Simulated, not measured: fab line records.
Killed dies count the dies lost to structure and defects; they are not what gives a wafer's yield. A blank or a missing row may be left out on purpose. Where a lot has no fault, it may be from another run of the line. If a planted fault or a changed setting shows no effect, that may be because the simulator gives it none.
What tool caused it? / flow nand-harc / 6 lots, 17 wafers sampled, at 3 steps of a route of 1159

== WHAT THE GAUGES READ, wafer by wafer ==
NHARC_A_ONON_D1_THK_MEAS_05: measures by ellipsometry.
lot=L439; measured=day 8 02:10; on=film-metro-02; thk-nm (nm)=996 996 996
lot=L441; measured=day 8 18:22; on=film-metro-01; thk-nm (nm)=1014 1013 1014
lot=L443; measured=day 9 02:41; on=film-metro-02; thk-nm (nm)=993 993 994
lot=L446; measured=day 10 08:31; on=film-metro-02; thk-nm (nm)=1011 1010 1011
lot=L454; measured=day 11 19:59; on=film-metro-02; thk-nm (nm)=998 1410
lot=L458; measured=day 12 22:49; on=film-metro-01; thk-nm (nm)=1014 1014 1012

== TOOL THAT RAN EACH LOT (tool first, then ch and the chambers of the sampled wafers, then the start) ==
lot=L439; NHARC_P_BONDPAD_ETCH_12=rie-diel-04 ch 0,3, day 7 00:40 or earlier; NHARC_A_ONON_D1_DEP_03=pecvd-onon-01 ch 0, day 8 01:43
lot=L441; NHARC_P_BONDPAD_ETCH_12=rie-diel-04 ch 0,3, day 7 14:34 or earlier; NHARC_A_ONON_D1_DEP_03=pecvd-onon-01 ch 0, day 8 17:55
lot=L443; NHARC_P_BONDPAD_ETCH_12=rie-diel-04 ch 0,2,3, day 7 23:32 or earlier; NHARC_A_ONON_D1_DEP_03=pecvd-onon-01 ch 0, day 9 02:17
lot=L446; NHARC_P_BONDPAD_ETCH_12=rie-diel-04 ch 0,2,3, day 9 00:58 or earlier; NHARC_A_ONON_D1_DEP_03=pecvd-onon-02 ch 0, day 10 08:09
lot=L454; NHARC_P_BONDPAD_ETCH_12=rie-diel-03 ch 0,2, day 10 19:01 or earlier; NHARC_A_ONON_D1_DEP_03=pecvd-onon-03 ch 0, day 11 19:29
lot=L458; NHARC_P_BONDPAD_ETCH_12=rie-diel-07 ch 2,3, day 11 20:41 or earlier; NHARC_A_ONON_D1_DEP_03=pecvd-onon-02 ch 0, day 12 22:17
- NHARC_P_BONDPAD_ETCH_12: etches the open film in CHF3/O2, target depth 200 nm, time 100 s.
- NHARC_A_ONON_D1_DEP_03: target thk 1000 nm.

== THE ANSWER, worked out from the rows above alone ==
Rule: what is usual is taken from the lots themselves. Put in order of their means at a reading, lots are off if they are a third of the lots or fewer, leave a main group of 4 or more, and stand apart from it by a gap of 3 or more times the standard deviation of the main group's means; of several such gaps the widest counts. A main group whose means are all the same, to the digits that the tables above print for the reading, isn't used. A lot without any number at a reading at which 4 lots or more have one is off too. Any other lot the step has rows for is counted as sound.
Off at NHARC_A_ONON_D1_THK_MEAS_05 (thk-nm): L454. For the main group the mean is 1005 nm and the standard deviation 8.9.
A tool fits if, at a process step before that reading, it ran every lot that is off, and no sound lot after the first of them. Gauges at NHARC_A_ONON_D1_THK_MEAS_05: tried the same way as those tools. NHARC_P_BONDPAD_ETCH_12 gives no start for some lots, so the hours and the order of its lots are those of NHARC_P_BONDPAD_CD_MEAS_13. Can't be told from this: 3 tools fit, rie-diel-03 at NHARC_P_BONDPAD_ETCH_12, pecvd-onon-03 at NHARC_A_ONON_D1_DEP_03, film-metro-02 at NHARC_A_ONON_D1_THK_MEAS_05.

== WHAT THE SIMULATOR HAD INSERTED ==
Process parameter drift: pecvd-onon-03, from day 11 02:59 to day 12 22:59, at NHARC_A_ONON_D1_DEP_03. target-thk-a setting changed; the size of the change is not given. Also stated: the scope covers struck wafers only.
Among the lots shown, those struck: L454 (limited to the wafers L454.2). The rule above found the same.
